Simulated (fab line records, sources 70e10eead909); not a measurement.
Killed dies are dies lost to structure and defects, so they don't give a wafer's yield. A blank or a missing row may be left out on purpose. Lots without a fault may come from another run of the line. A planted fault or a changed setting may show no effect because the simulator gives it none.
Which tool did it? | flow nand_harc | 13 lots, 39 wafers sampled, at 5 steps of a route of 1159

WHAT THE GAUGES READ, wafer by wafer
NHARC_P_GATE_INSPECT_68.
lot  | measured     | on                | raw_defect_count
L935 | day 5 08:51  | defect_inspect-02 | 85 118 142
L938 | day 6 03:41  | defect_inspect-02 | 131 271 207
L939 | day 6 11:02  | defect_inspect-01 | 118 93 112
L945 | day 7 20:07  | defect_inspect-01 | 115 678 155
L948 | day 8 18:44  | defect_inspect-02 | 783 174 150
L947 | day 8 20:22  | defect_inspect-01 | 286 908 270
L949 | day 9 02:10  | defect_inspect-02 | 244 180 207
L950 | day 9 03:09  | defect_inspect-01 | 187 199 258
L952 | day 9 17:56  | defect_inspect-02 | 142 107 179
L953 | day 10 00:29 | defect_inspect-02 | 162 226 102
L954 | day 10 08:09 | defect_inspect-01 | 193 219 245
L957 | day 11 00:27 | defect_inspect-01 | 182 214 312
L958 | day 11 07:56 | defect_inspect-02 | 184 176 113

NHARC_END_SORT_01.
lot  | measured     | on        | killed_at_array | killed_at_other | killed_at_periphery | killed_dies | killed_open | killed_short
L945 | day 21 07:43 | prober-02 | 27 28 33        | 0 0 0           | 3 88 2              | 30 116 35   | 0 4 2       | 1 1 1
L948 | day 22 01:44 | prober-01 | 11 16 17        | 0 0 0           | 88 3 2              | 99 19 19    | 0 6 4       | 1 1 3
L947 | day 22 01:46 | prober-02 | 18 27 22        | 1 0 0           | 2 90 8              | 21 117 30   | 2 3 5       | 4 2 2

WHICH TOOL RAN EACH LOT (tool, then ch and the chambers of the sampled wafers, then the start)
lot  | NHARC_P_GATE_ETCH_114              | NHARC_P_GATE_STRIP_95                | NHARC_P_GATE_DEGAS_109
L935 | rie_diel-07 ch 1,3, day 4 15:00    | plasma_asher-02 ch 0,1, day 5 06:58  | pvd_sputter-02, day 5 07:50
L938 | rie_diel-07 ch 0,2,3, day 5 09:00  | plasma_asher-01 ch 0,1, day 6 01:51  | pvd_sputter-03, day 6 02:44
L939 | rie_diel-01 ch 1,2,3, day 5 14:00  | plasma_asher-02 ch 0,1, day 6 09:11  | pvd_sputter-02, day 6 10:05
L945 | rie_diel-07 ch 0,2,3, day 7 01:00  | plasma_asher-01 ch 0,1, day 7 18:04  | pvd_sputter-02, day 7 18:55
L948 | rie_diel-07 ch 0,2,3, day 8 00:00  | plasma_asher-01 ch 0,1, day 8 16:54  | pvd_sputter-02, day 8 17:46
L947 | rie_diel-07 ch 0,2, day 8 01:00    | plasma_asher-01 ch 0,1, day 8 18:28  | pvd_sputter-02, day 8 19:21
L949 | rie_diel-01 ch 0,2,3, day 8 05:00  | plasma_asher-01 ch 0,1, day 9 00:10  | pvd_sputter-03, day 9 01:02
L950 | rie_diel-01 ch 0,1,3, day 8 05:00  | plasma_asher-01 ch 0,1, day 9 01:14  | pvd_sputter-01, day 9 02:08
L952 | rie_diel-01 ch 0,1,2, day 8 23:00  | plasma_asher-01 ch 0,1, day 9 15:58  | pvd_sputter-03, day 9 16:50
L953 | rie_diel-01 ch 0,1,2, day 9 05:00  | plasma_asher-01 ch 1, day 9 22:23    | pvd_sputter-01, day 9 23:24
L954 | rie_diel-01 ch 0,1,2, day 9 13:00  | plasma_asher-01 ch 0,1, day 10 05:49 | pvd_sputter-01, day 10 06:41
L957 | rie_diel-01 ch 0,1,2, day 10 06:00 | plasma_asher-02 ch 0,1, day 10 22:27 | pvd_sputter-03, day 10 23:24
L958 | rie_diel-01 ch 0,2,3, day 10 13:00 | plasma_asher-01 ch 0,1, day 11 05:44 | pvd_sputter-01, day 11 06:36
- NHARC_P_GATE_ETCH_114: etches the open film in CF4/O2, target depth 30 nm, overetch 3 nm, time 16.5 s.
- NHARC_P_GATE_STRIP_95: strips in O2.
- NHARC_P_GATE_DEGAS_109: time 60 s.

WHAT THE TOOLS THEMSELVES READ (means of the sampled wafers that have a number; where no wafer has one, the mark that the record gives instead)
NHARC_P_GATE_ETCH_114.
lot  | tool        | drypump_motor_current_A (A) | oes_f_703_au (a.u.) | oes_product_au (a.u.) | rf_vpp_V (V) | showerhead_plenum_p_Torr (Torr) | throttle_valve_pct (%)
L935 | rie_diel-07 | 5.50                        | 0.998               | 1.010                 | 198.1        | 1.35                            | 13.389
L938 | rie_diel-07 | 5.59                        | 1.001               | 1.000                 | 199.0        | 1.38                            | 13.394
L939 | rie_diel-01 | 5.74                        | 1.001               | 1.001                 | 197.9        | 1.35                            | 13.397
L945 | rie_diel-07 | 5.58                        | 0.996               | 1.010                 | 198.9        | 1.38                            | 13.392
L948 | rie_diel-07 | 5.57                        | 0.999               | 1.011                 | 198.1        | 1.37                            | 13.400
L947 | rie_diel-07 | 5.64                        | 1.001               | 1.005                 | 198.9        | 1.38                            | 13.397
L949 | rie_diel-01 | 5.84                        | 1.001               | 0.994                 | 198.0        | 1.34                            | 13.396
L950 | rie_diel-01 | 5.91                        | 0.997               | 0.998                 | 197.0        | 1.34                            | 13.401
L952 | rie_diel-01 | 5.91                        | 0.999               | 1.006                 | 199.4        | 1.39                            | 13.394
L953 | rie_diel-01 | 5.92                        | 0.999               | 1.000                 | 198.1        | 1.39                            | 13.400
L954 | rie_diel-01 | 5.93                        | 0.999               | 1.010                 | 198.4        | 1.39                            | 13.400
L957 | rie_diel-01 | 5.91                        | 0.999               | 1.008                 | 199.4        | 1.39                            | 13.398
L958 | rie_diel-01 | 5.83                        | 1.002               | 1.006                 | 197.5        | 1.34                            | 13.403

NHARC_P_GATE_STRIP_95.
lot  | tool            | drypump_motor_current_A (A) | heater_power_w (W) | rf_refl_power_W (W)
L935 | plasma_asher-02 | 6.0                         | 317                | 17
L938 | plasma_asher-01 | 5.5                         | 288                | 27
L939 | plasma_asher-02 | 6.0                         | 320                | 17
L945 | plasma_asher-01 | 5.9                         | 280                | 24
L948 | plasma_asher-01 | 5.8                         | 281                | 24
L947 | plasma_asher-01 | 5.8                         | 282                | 24
L949 | plasma_asher-01 | 5.5                         | 287                | 26
L950 | plasma_asher-01 | 5.5                         | 291                | 27
L952 | plasma_asher-01 | 5.8                         | 280                | 23
L953 | plasma_asher-01 | 5.1                         | 296                | 29
L954 | plasma_asher-01 | 5.9                         | 282                | 24
L957 | plasma_asher-02 | 5.9                         | 302                | 18
L958 | plasma_asher-01 | 5.5                         | 291                | 27

NHARC_P_GATE_DEGAS_109.
lot  | tool           | heater_power_w (W)
L935 | pvd_sputter-02 | 517
L938 | pvd_sputter-03 | 463
L939 | pvd_sputter-02 | 496
L945 | pvd_sputter-02 | 483
L948 | pvd_sputter-02 | 511
L947 | pvd_sputter-02 | 521
L949 | pvd_sputter-03 | 448
L950 | pvd_sputter-01 | 436
L952 | pvd_sputter-03 | 441
L953 | pvd_sputter-01 | 434
L954 | pvd_sputter-01 | 436
L957 | pvd_sputter-03 | 439
L958 | pvd_sputter-01 | 476

THE ANSWER, worked out from the rows above alone
Rule: what is usual is taken from the lots themselves. Put in order of their means at a reading, lots are off if they are a third of the lots or fewer, leave a main group of 4 or more, and stand apart from it by a gap of 3 or more times the standard deviation of the main group's means; of several such gaps the widest counts. A main group whose means are all the same, to the digits that the tables above print for the reading, isn't used. A lot without any number at a reading at which 4 lots or more have one is off too. The other lots that the step has rows for count as sound. The gauges are gone through in route order, then the tools' own readings, and for those a lot's mean is taken as printed above. The first step at which some lot is off is used, and at that step the reading that is off furthest; a lot without a number counts as furthest.
No lot is off at any reading shown: from this, nothing can be told.

WHAT THE SIMULATOR HAD PUT IN
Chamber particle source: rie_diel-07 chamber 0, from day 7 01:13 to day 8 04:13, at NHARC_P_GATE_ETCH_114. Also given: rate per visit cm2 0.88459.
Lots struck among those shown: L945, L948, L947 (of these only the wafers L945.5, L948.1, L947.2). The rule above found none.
